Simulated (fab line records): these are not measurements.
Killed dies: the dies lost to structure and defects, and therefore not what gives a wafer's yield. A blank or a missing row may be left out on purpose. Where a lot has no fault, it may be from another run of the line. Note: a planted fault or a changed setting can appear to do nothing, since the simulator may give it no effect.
Matching of chambers + flow n5_finfet + N5_MOL_CONTACT_COAG_DESCUM_88 on rie_diel-03 has 4 sister chambers
The step chemistry O2, time 7 s. 4 wafers are shown with their chamber, then 8 later ones without.

== WAFERS WITH THEIR CHAMBER ==
| wafer  | chamber | showerhead_plenum_p_Torr (Torr) |
|--------|---------|---------------------------------|
| L083.6 | 2       | 2.07                            |
| L089.1 | 3       | 2.24                            |
| L089.6 | 1       | 2.16                            |
| L090.3 | 0       | 1.99                            |

== WAFERS WITH NO CHAMBER GIVEN ==
| wafer  | showerhead_plenum_p_Torr (Torr) |
|--------|---------------------------------|
| L090.4 | 2.16                            |
| L090.5 | 2.16                            |
| L091.2 | 1.99                            |
| L091.3 | 2.24                            |
| L091.6 | 2.24                            |
| L094.1 | 2.06                            |
| L094.2 | 2.16                            |
| L094.4 | 1.99                            |

== CHAMBER TAKEN BY EACH ==
| wafer  | from the rows above | in truth |
|--------|---------------------|----------|
| L090.4 | 1                   | 1        |
| L090.5 | 1                   | 1        |
| L091.2 | 0                   | 0        |
| L091.3 | 3                   | 3        |
| L091.6 | 3                   | 3        |
| L094.1 | 2                   | 2        |
| L094.2 | 1                   | 1        |
| L094.4 | 0                   | 0        |
Placed correctly: 8 of 8. Left unplaced by these rows: 0. Wrongly placed: 0.
How it was worked out, from the rows above alone: a wafer's distance from a chamber is the root of the sum, over the readings, of the square of ((its reading less the chamber's mean) divided by the reading's scatter). The wafer belongs to the nearest chamber; if the next one is less than 2 further off, it can't be placed. A chamber's mean is the mean of its shown wafers. The scatter: root of mean squared gap, hidden wafer to nearest shown wafer, with one shown wafer a chamber.
